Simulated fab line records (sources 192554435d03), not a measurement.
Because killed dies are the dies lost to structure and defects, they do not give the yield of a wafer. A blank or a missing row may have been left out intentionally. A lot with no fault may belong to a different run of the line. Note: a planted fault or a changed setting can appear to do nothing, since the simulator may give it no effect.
Chamber matching || flow n5 finfet || rie si-02 running N5_FIN_SAQP_MANDREL2_REMOVE_60: 4 sister chambers
The step chemistry HBr/Cl2/O2, target a-Si, stops on SiNx, bt time 10 s. 4 wafers are shown with their chamber, then 7 later ones without.

WAFERS PAIRED WITH THEIR CHAMBERS
{"wafer": "L084.5", "chamber": 1, "throttle valve pct (%)": 36.49}
{"wafer": "L088.2", "chamber": 0, "throttle valve pct (%)": 36.58}
{"wafer": "L093.1", "chamber": 3, "throttle valve pct (%)": 36.81}
{"wafer": "L093.4", "chamber": 2, "throttle valve pct (%)": 36.33}

WAFERS WHOSE CHAMBER IS MISSING
{"wafer": "L093.5", "throttle valve pct (%)": 36.79}
{"wafer": "L094.2", "throttle valve pct (%)": 36.46}
{"wafer": "L094.3", "throttle valve pct (%)": 36.80}
{"wafer": "L094.4", "throttle valve pct (%)": 36.60}
{"wafer": "L097.1", "throttle valve pct (%)": 36.33}
{"wafer": "L097.4", "throttle valve pct (%)": 36.47}
{"wafer": "L097.5", "throttle valve pct (%)": 36.60}

WHICH CHAMBER EACH ONE RAN IN
{"wafer": "L093.5", "from the rows above": 3, "in truth": 3}
{"wafer": "L094.2", "from the rows above": 1, "in truth": 1}
{"wafer": "L094.3", "from the rows above": 3, "in truth": 3}
{"wafer": "L094.4", "from the rows above": 0, "in truth": 0}
{"wafer": "L097.1", "from the rows above": 2, "in truth": 2}
{"wafer": "L097.4", "from the rows above": 1, "in truth": 1}
{"wafer": "L097.5", "from the rows above": 0, "in truth": 0}
Correctly placed: 7 of 7. From these rows, 0 cannot be placed. Placed wrongly: 0.
How it was worked out, from the rows above alone: a wafer's distance from a chamber is the root of the sum, over the readings, of the square of ((its reading less the chamber's mean) divided by the reading's scatter). If the next closest chamber is less than 2 further off than the closest, the wafer can't be placed; otherwise it belongs to the closest. A chamber's mean is the mean of its shown wafers. The scatter: with one shown wafer a chamber, the root of the mean of the squares of how far each hidden wafer lies from its nearest shown one.
